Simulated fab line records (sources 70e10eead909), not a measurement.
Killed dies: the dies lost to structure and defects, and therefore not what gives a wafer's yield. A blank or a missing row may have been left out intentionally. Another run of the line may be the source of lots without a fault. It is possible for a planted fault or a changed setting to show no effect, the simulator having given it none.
Chamber matching / flow nand_harc / NHARC_A_BONDPAD_STRIP_15 on rie_diel-08: 4 sister chambers
The step strips in O2. 4 wafers are shown with their chamber, then 10 later ones without.

## WAFERS PAIRED WITH THEIR CHAMBERS
wafer=L082.5; chamber=1; showerhead_plenum_p_Torr (Torr)=3.41
wafer=L085.2; chamber=0; showerhead_plenum_p_Torr (Torr)=3.53
wafer=L083.1; chamber=2; showerhead_plenum_p_Torr (Torr)=3.49
wafer=L083.2; chamber=3; showerhead_plenum_p_Torr (Torr)=3.34

## WAFERS WHOSE CHAMBER IS MISSING
wafer=L083.3; showerhead_plenum_p_Torr (Torr)=3.41
wafer=L083.4; showerhead_plenum_p_Torr (Torr)=3.53
wafer=L083.5; showerhead_plenum_p_Torr (Torr)=3.34
wafer=L083.6; showerhead_plenum_p_Torr (Torr)=3.49
wafer=L093.1; showerhead_plenum_p_Torr (Torr)=3.41
wafer=L093.4; showerhead_plenum_p_Torr (Torr)=3.41
wafer=L093.6; showerhead_plenum_p_Torr (Torr)=3.49
wafer=L096.1; showerhead_plenum_p_Torr (Torr)=3.40
wafer=L096.3; showerhead_plenum_p_Torr (Torr)=3.40
wafer=L096.4; showerhead_plenum_p_Torr (Torr)=3.33

## WHICH CHAMBER EACH WENT THROUGH
wafer=L083.3; from the rows above=1; in truth=1
wafer=L083.4; from the rows above=0; in truth=0
wafer=L083.5; from the rows above=3; in truth=3
wafer=L083.6; from the rows above=2; in truth=2
wafer=L093.1; from the rows above=1; in truth=1
wafer=L093.4; from the rows above=1; in truth=1
wafer=L093.6; from the rows above=2; in truth=2
wafer=L096.1; from the rows above=1; in truth=1
wafer=L096.3; from the rows above=1; in truth=1
wafer=L096.4; from the rows above=3; in truth=3
10 of 10 placed correctly. Number that these rows cannot place: 0. 0 placed wrongly.
How it was worked out, from the rows above alone: a wafer's distance from a chamber is the root of the sum, over the readings, of the square of ((its reading less the chamber's mean) divided by the reading's scatter). If the next closest chamber is less than 2 further off than the closest, the wafer can't be placed; otherwise it belongs to the closest. The mean given for a chamber averages the wafers shown for that chamber. The scatter: root of mean squared gap, hidden wafer to nearest shown wafer, with one shown wafer a chamber.
